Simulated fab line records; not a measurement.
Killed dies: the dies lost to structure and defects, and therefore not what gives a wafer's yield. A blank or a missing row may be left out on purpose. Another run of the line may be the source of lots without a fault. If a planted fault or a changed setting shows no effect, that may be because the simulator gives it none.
Code-filled problem report in 8D (eight disciplines) form || flow n5Finfet || the parts of the form that need people (team, actions taken, sign-off) are left out

## 1. PROBLEM STATEMENT
At N5_HKMG_FIN_COAT_85, spinSpeedRpm averages 1463.6 rpm over 6 wafers from 2 lots, while fault-free wafers read 1500.1 rpm, standard deviation 1.2. That puts it -30 standard deviations away from the usual mean.
The step: time 60 s, resist thk 300 nm.
First seen on wafer L304.2, day 5 06:50, on lithoTrack-05. Wafers with a number at this step in the record: 18, from 6 lots. Rule for "out", or "out of limits": more than 4 standard deviations from the usual mean. The other wafers with a number count as sound.

## 2. WHAT IT IS; WHAT IT IS NOT
{"question": "which readings at this step", "is": "spinSpeedRpm", "is not": "-"}
{"question": "which lots", "is": "L304, L307", "is not": "L300, L302, L316, L318"}
{"question": "which wafers of those lots", "is": "all that have a number", "is not": "-"}
{"question": "read on which tools", "is": "lithoTrack-05", "is not": "lithoTrack-03"}
{"question": "when", "is": "from day 5 06:50", "is not": "up to then (6 sound wafers); but 6 sound wafers of L316, L318 came after"}

## 3. WHAT RULES OUT EACH SUSPECT
Counting: a tool stays on the suspect list if, at a process step up to the reading, it processed all lots that are out and no sound lot following the first of them.
- lithoTrack-05 at N5_HKMG_FIN_COAT_85 (time 60 s, resist thk 300 nm): kept. All lots that are out passed through it, beginning with L304 at day 5 06:50, and no sound lot followed; its final sound lot before that point was L302 at day 4 18:03. Its own spinSpeedRpm readings are out on those wafers.
The count leaves lithoTrack-05 at N5_HKMG_FIN_COAT_85.

## 4. THE CAUSE (what the simulator had put in)
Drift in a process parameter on lithoTrack-05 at N5_HKMG_FIN_COAT_85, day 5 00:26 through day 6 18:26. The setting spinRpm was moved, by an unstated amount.
After counting, this tool was the only one left.

## 5. THE EFFECT CHAIN, in route order
Rows list readings where the struck wafers' mean (over those with a number) sits beyond 3 standard deviations from the usual. Readings are gone through only where the record gives a usual standard deviation; hours: the median, over the lots, of the time from a lot's start at the first step in this table giving one to that lot's start at this step; sigmas: the change measured in usual standard deviations.
{"hours": 0, "step": "N5_HKMG_FIN_COAT_85", "reading": "spinSpeedRpm", "usual": "1500.1 rpm", "on struck wafers": 1463.6, "change": -36.5, "sigmas": -30}
Process steps it contains:
- N5_HKMG_FIN_COAT_85: time 60 s, resist thk 300 nm.
At these later measuring or inspecting steps, every struck wafer for which the step has a row has a number for every such reading, and none has moved that far: N5_BEOL_M4_RC_MEAS_101.

## 6. WHAT WOULD HAVE CAUGHT IT SOONER
6 hours passed between the start of the fault at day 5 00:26 and the first reading out of limits in this record, taken at day 5 06:50.
